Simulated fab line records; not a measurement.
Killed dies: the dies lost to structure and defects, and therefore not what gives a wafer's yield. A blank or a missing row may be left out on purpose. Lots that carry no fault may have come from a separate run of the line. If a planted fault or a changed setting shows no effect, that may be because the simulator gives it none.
fab line records -- flow n5_finfet
record lots=7, wafers=21
route steps=1938 shown BEOL_M15@1819 MIM_BOT_ETCH@1866 PASS1_CAP@1874 PASSIVATION@1930
start_h: the number of hours between the record's first day and the start of the first shown wafer of the lot -- wait_h: hours elapsed since this lot's preceding step -- " same as the row above -- L1.1+2: a single row standing in for several wafers -- - no value, or no start was given -- * or withheld: withheld -- < > ~ a bound
route shown NAME@n: names a module that has steps shown in the file, with the first one's number in the route -- usual: mean/standard deviation taken from wafers without a fault -- same: alike in all rows -- chamber/n: place in a boat -- sites: per-site readings -- _std_site: standard deviation of those values -- _edge_site: inner sites' mean taken away from outer sites' mean -- radius_mm: how far each site lies from the wafer's centre -- mask NAME#n: copy n -- behind: the tool/chamber that last shaped the wafer -- hold: cause of the lot's hold/its duration in hours/its outcome -- device: names the non-switching transistor (n, p or np) -- end of line: the route-end tests of the same wafers -- a step without rows: its recipe alone -- killed: not the wafer's yield, but the dies lost to structure and defects at the first sort -- map: the dies of a wafer, with x for killed, . for not killed, _ for no die there
set.NAME: the run value of the setting; set.NAME@STEP: its run value at that earlier step -- model.NAME: the simulator's own value behind a step, which no gauge read
lots with deliberately changed settings; one table per step, one row per wafer
## steps
# step N5_BEOL_M15_SPUTTER_43
# recipe material=TaN, target_thk_a=150, temp_c=50, bias_v=168.6, power_w=15000, chamber_pressure_pa=0.12, time_s=24.19
lot.wafer,tool,chamber,start_h,wait_h,set.power_w,model.TaN_of_BEOL_M15_SPUTTER_43.thk_nm
L075.4,pvd_sputter-02,-,291.13,0.0,15000,15.4
L075.5,pvd_sputter-02,-,291.13,0.0,17270,17.4
L075.6,pvd_sputter-02,-,291.13,0.0,17270,17.6
L080.2,pvd_sputter-03,-,328.58,0.0,15000,14.8
L080.4+6,pvd_sputter-03,-,328.58,0.0,12970,13
L087.1+5,pvd_sputter-03,-,343.64,0.0,15000,14.8
L087.2,pvd_sputter-03,-,343.64,0.0,16710,16.6
L092.2+4,pvd_sputter-02,-,386.13,0.0,15000,15
L092.3,pvd_sputter-02,-,386.13,0.0,15000,15.2
L091.1,pvd_sputter-03,-,390.46,0.0,15000,15.2
L091.3+5,pvd_sputter-03,-,390.46,0.0,15000,15
L096.1+2,pvd_sputter-01,-,391.07,0.0,16720,16.8
L096.5,pvd_sputter-01,-,391.07,0.0,15000,15.2
L095.1+6,pvd_sputter-01,-,396.62,0.0,15000,14.6
L095.4,pvd_sputter-01,-,396.62,0.0,15000,14.8
# step N5_BEOL_M15_SPUTTER_44
# recipe material=Ta, target_thk_a=150, temp_c=50, bias_v=80, power_w=15000, chamber_pressure_pa=0.07, time_s=24.19
# step N5_BEOL_M15_SPUTTER_45
# recipe material=Cu, target_thk_a=1000, temp_c=-20, bias_v=60, power_w=26000, chamber_pressure_pa=0.13, time_s=16.67
# step N5_BEOL_M15_ECD_47
# recipe material=Cu, target_thk_a=18600
# step N5_BEOL_M15_ANNEAL_48
# recipe temp_c=225, time_s=90, ambient=N2
# step N5_BEOL_M15_CMP_49
# recipe stop_on=SiO2, t_overpolish_s=4.9, down_force_psi=2, platen_rpm=80, clearing_platen_down_force_psi=2, clearing_platen_rpm=80, post_cmp_clean=cu_alkaline, target_thk_nm=850, clearing_platen_pad_velocity_m_s=1.5917, pad_velocity_m_s=1.5917
lot.wafer,tool,chamber,start_h,wait_h,set.time_s@BEOL_M15_TRENCH_ETCH_34,model.Cu_of_BEOL_M15_ECD_47.thk_nm
L075.4,cmp-04,1,292.79,0.2,199,849.8
L075.6,cmp-04,0,292.79,0.2,199,835.2
L075.5,cmp-04,1,292.79,0.2,221.1,956.6
L080.2,cmp-02,1,329.44,0.2,199,813.2
L080.4,cmp-02,0,329.44,0.2,199,831.2
L080.6,cmp-02,2,329.44,0.2,199,820.8
L087.1,cmp-02,1,344.46,0.3,199,841.4
L087.2,cmp-02,0,344.46,0.3,199,851.8
L087.5,cmp-02,1,344.46,0.3,199,862.8
L092.3,cmp-04,2,387.01,0.2,199,844.8
L092.2,cmp-04,3,387.01,0.2,199,852
L092.4,cmp-04,0,387.01,0.2,199,862.4
L091.3,cmp-03,2,391.45,0.2,177,765.6
L091.1,cmp-03,0,391.45,0.2,199,837.2
L091.5,cmp-03,3,391.45,0.2,177,764
L096.1,cmp-02,1,392.02,0.3,199,859.4
L096.2,cmp-02,3,392.02,0.3,199,854.2
L096.5,cmp-02,0,392.02,0.3,199,866
L095.4,cmp-02,1,397.69,0.2,199,855.6
L095.1,cmp-02,2,397.69,0.2,199,855
L095.6,cmp-02,0,397.69,0.2,199,847.2
# step N5_BEOL_M15_THK_MEAS_50
# recipe thk_meas_gauge=xrf, reads=Cu_of_BEOL_M15_ECD_47
# usual M15_THK=855/14
lot.wafer,tool,chamber,start_h,wait_h,set.time_s@BEOL_M15_TRENCH_ETCH_34,M15_THK[nm]
L075.4,film_metro-02,-,293.04,-,199,847
L075.5,film_metro-02,-,293.04,-,221.1,956
L075.6,film_metro-02,-,293.04,-,199,834
L080.2,film_metro-02,-,329.73,-,199,814
L080.4,film_metro-02,-,329.73,-,199,831
L080.6,film_metro-02,-,329.73,-,199,820
L087.1,film_metro-02,-,344.75,-,199,837
L087.2,film_metro-02,-,344.75,-,199,852
L087.5,film_metro-02,-,344.75,-,199,857
L092.2,film_metro-01,-,387.31,-,199,859
L092.3,film_metro-01,-,387.31,-,199,852
L092.4,film_metro-01,-,387.31,-,199,874
L091.1,film_metro-01,-,391.75,-,199,853
L091.3,film_metro-01,-,391.75,-,177,780
L091.5,film_metro-01,-,391.75,-,177,780
L096.1,film_metro-01,-,392.28,-,199,867
L096.2,film_metro-01,-,392.28,-,199,860
L096.5,film_metro-01,-,392.28,-,199,874
L095.1,film_metro-02,-,397.91,-,199,864
L095.4,film_metro-02,-,397.91,-,199,862
L095.6,film_metro-02,-,397.91,-,199,854
# step N5_BEOL_M15_PRE_CLEAN_52
# recipe gas=NH3, time_s=15, temp_c=withheld, rf_power_w=300
# step N5_BEOL_M15_DEP_53
# recipe material=SiCN, target_thk_a=500, temp_c=withheld, precursor=3MS/NH3, pressure_torr=3, rf_w=675, time_s=17.8
# step N5_BEOL_M15_RS_MEAS_54
# recipe thk_meas_gauge=four-point-probe, reads=Cu_of_BEOL_M15_ECD_47+Ta_of_BEOL_M15_SPUTTER_44+TaN_of_BEOL_M15_SPUTTER_43
# usual M15_RS=0.0216/0.00032
lot.wafer,tool,chamber,start_h,wait_h,set.time_s@BEOL_M15_TRENCH_ETCH_34,M15_RS[ohm/sq]
L075.4,film_metro-02,-,293.17,0.0,199,0.0215
L075.5,film_metro-02,-,293.17,0.0,221.1,0.0191
L075.6,film_metro-02,-,293.17,0.0,199,0.0219
L080.2,film_metro-01,-,329.89,0.1,199,0.0225
L080.4,film_metro-01,-,329.89,0.1,199,0.0220
L080.6,film_metro-01,-,329.89,0.1,199,0.0223
L087.1,film_metro-01,-,344.88,0.0,199,0.0218
L087.2,film_metro-01,-,344.88,0.0,199,0.0215
L087.5,film_metro-01,-,344.88,0.0,199,0.0212
L092.2,film_metro-01,-,387.44,0.1,199,0.0215
L092.3,film_metro-01,-,387.44,0.1,199,0.0217
L092.4,film_metro-01,-,387.44,0.1,199,0.0212
L091.1,film_metro-01,-,391.88,0.1,199,0.0219
L091.3,film_metro-01,-,391.88,0.1,177,0.0239
L091.5,film_metro-01,-,391.88,0.1,177,0.0240
L096.1,film_metro-01,-,392.41,0.0,199,0.0213
L096.2,film_metro-01,-,392.41,0.0,199,0.0214
L096.5,film_metro-01,-,392.41,0.0,199,0.0211
L095.1,film_metro-01,-,398.07,0.1,199,0.0214
L095.4,film_metro-01,-,398.07,0.1,199,0.0214
L095.6,film_metro-01,-,398.07,0.1,199,0.0216
# step N5_MIM_BOT_ETCH_ETCH_04
# recipe chemistry=CF4/O2, target=SiNx, target_depth_a=260, time_s=13, ion_energy_ev=100, pressure_mtorr=40, source_w=535, bias_w=49, Ar_flow_sccm=100, cf4_flow_sccm=100, O2_flow_sccm=10
lot.wafer,tool,chamber,start_h,wait_h,set.time_s,model.etch.depth_nm
L075.4,rie_diel-03,0,299.12,0.0,13,26.56
L075.5,rie_diel-03,1,299.12,0.0,13,25.51
L075.6,rie_diel-03,2,299.12,0.0,10.45,20.96
L080.2,rie_diel-01,1,336.04,0.0,13.92,28.5
L080.4,rie_diel-01,2,336.04,0.0,13.92,27.85
L080.6,rie_diel-01,1,336.04,0.0,13,26.71
L087.1,rie_diel-03,3,348.91,0.0,10.92,21.81
L087.2,rie_diel-03,2,348.91,0.0,13,25.99
L087.5,rie_diel-03,3,348.91,0.0,10.92,21.65
L092.2,rie_diel-01,0,394.56,0.0,13,25.42
L092.3,rie_diel-01,2,394.56,0.0,13,25.94
L092.4,rie_diel-01,1,394.56,0.0,10.61,21.15
L091.1,rie_diel-06,0,395.81,0.0,13,25.71
L091.3,rie_diel-06,3,395.81,0.0,14.54,29.36
L091.5,rie_diel-06,1,395.81,0.0,13,26.18
L096.1,rie_diel-06,0,397.42,0.0,13,25.76
L096.2,rie_diel-06,1,397.42,0.0,11.87,23.9
L096.5,rie_diel-06,3,397.42,0.0,13,25.99
L095.1,rie_diel-01,2,402.78,0.0,13,26.29
L095.4,rie_diel-01,3,402.78,0.0,13,25.75
L095.6,rie_diel-01,0,402.78,0.0,13,25.68
# step N5_PASSIVATION_PECVD_01
# recipe material=SiNx, target_thk_a=2000, temp_c=400, precursor=SiH4/NH3/N2, pressure_torr=4.9, rf_w=1406, time_s=43.2
lot.wafer,tool,chamber,start_h,wait_h,set.time_s,model.SiNx_of_PASSIVATION_PECVD_01.thk_nm
L075.4+6,pecvd-03,"0,2",300.00,0.0,43.2,201
L075.5,pecvd-03,1,300.00,0.0,43.2,198.4
L080.2,pecvd-01,1,337.47,0.0,43.2,197.2
L080.4,pecvd-01,1,337.47,0.0,41.4,190.6
L080.6,pecvd-01,1,337.47,0.0,41.4,191
L087.1,pecvd-03,1,349.91,0.0,39.52,181.4
L087.2,pecvd-03,0,349.91,0.0,39.52,180.8
L087.5,pecvd-03,0,349.91,0.0,43.2,199.8
L092.2,pecvd-03,1,395.41,0.0,43.2,198.6
L092.3,pecvd-03,0,395.41,0.0,43.2,193.2
L092.4,pecvd-03,2,395.41,0.0,43.2,201.6
L091.1,pecvd-03,0,396.67,0.0,38.7,177.8
L091.3,pecvd-03,1,396.67,0.0,38.7,177.2
L091.5,pecvd-03,1,396.67,0.0,43.2,200.4
L096.1,pecvd-03,2,398.28,0.0,43.2,200.6
L096.2,pecvd-03,1,398.28,0.0,45.08,207
L096.5,pecvd-03,2,398.28,0.0,45.08,213
L095.1,pecvd-01,0,403.64,0.0,43.2,198.4
L095.4,pecvd-01,1,403.64,0.0,43.2,204.2
L095.6,pecvd-01,2,403.64,0.0,43.2,202.2
# step N5_PASSIVATION_ETCH_54
# recipe chemistry=CHF3/O2, target=SiO2, target_depth_a=8800, CHF3_flow_sccm=50, O2_flow_sccm=5, Ar_flow_sccm=200, time_s=440, mask_material=PR, pressure_mtorr=30, source_w=650, bias_w=170, ion_energy_ev=200
# usual rf_vpp_V=524/3.5
lot.wafer,tool,chamber,start_h,wait_h,set.source_w,rf_vpp_V
L075.4,rie_diel-03,2,306.32,0.1,650,528
L075.5,rie_diel-03,2,306.32,0.1,650,528
L075.6,rie_diel-03,3,306.32,0.1,579.8,559
L080.2,rie_diel-01,3,342.24,0.1,650,523
L080.4,rie_diel-01,2,342.24,0.1,650,530
L080.6,rie_diel-01,3,342.24,0.1,650,525
L087.1,rie_diel-03,0,354.41,0.1,738.1,495
L087.2,rie_diel-03,2,354.41,0.1,650,528
L087.5,rie_diel-03,0,354.41,0.1,650,526
L092.2,rie_diel-01,1,399.52,0.1,650,521
L092.3,rie_diel-01,0,399.52,0.1,650,525
L092.4,rie_diel-01,2,399.52,0.1,650,529
L091.1,rie_diel-03,3,402.16,0.1,555.4,571
L091.3,rie_diel-03,1,402.16,0.1,650,523
L091.5,rie_diel-03,1,402.16,0.1,650,522
L096.1,rie_diel-01,0,404.13,0.1,566.2,561
L096.2,rie_diel-01,1,404.13,0.1,566.2,559
L096.5,rie_diel-01,2,404.13,0.1,566.2,568
L095.1,rie_diel-03,3,411.09,0.1,650,527
L095.4,rie_diel-03,1,411.09,0.1,650,521
L095.6,rie_diel-03,0,411.09,0.1,650,526
## key
split step=N5_BEOL_M15_SPUTTER_43, setting=power_w, stated=15000, by=wafer
response step=N5_BEOL_M15_SPUTTER_43, reading=model.TaN_of_BEOL_M15_SPUTTER_43.thk_nm, change=+0.141, per=1%, r=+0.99
split step=N5_MIM_BOT_ETCH_ETCH_04, setting=time_s, stated=13, by=wafer
response step=N5_MIM_BOT_ETCH_ETCH_04, reading=model.etch.depth_nm, change=+0.256, per=1%, r=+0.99
split step=N5_PASSIVATION_PECVD_01, setting=time_s, stated=43.2, by=wafer
response step=N5_PASSIVATION_PECVD_01, reading=model.SiNx_of_PASSIVATION_PECVD_01.thk_nm, change=+2.14, per=1%, r=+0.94
split step=N5_PASSIVATION_ETCH_54, setting=source_w, stated=650, by=wafer
response step=N5_PASSIVATION_ETCH_54, reading=rf_vpp_V, change=-2.88, per=1%, r=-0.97
split outside_this_file step=N5_BEOL_M15_TRENCH_ETCH_34 setting=time_s
# split outside_this_file: this setting was split too, and the file shows its column; the key of that split is in another file
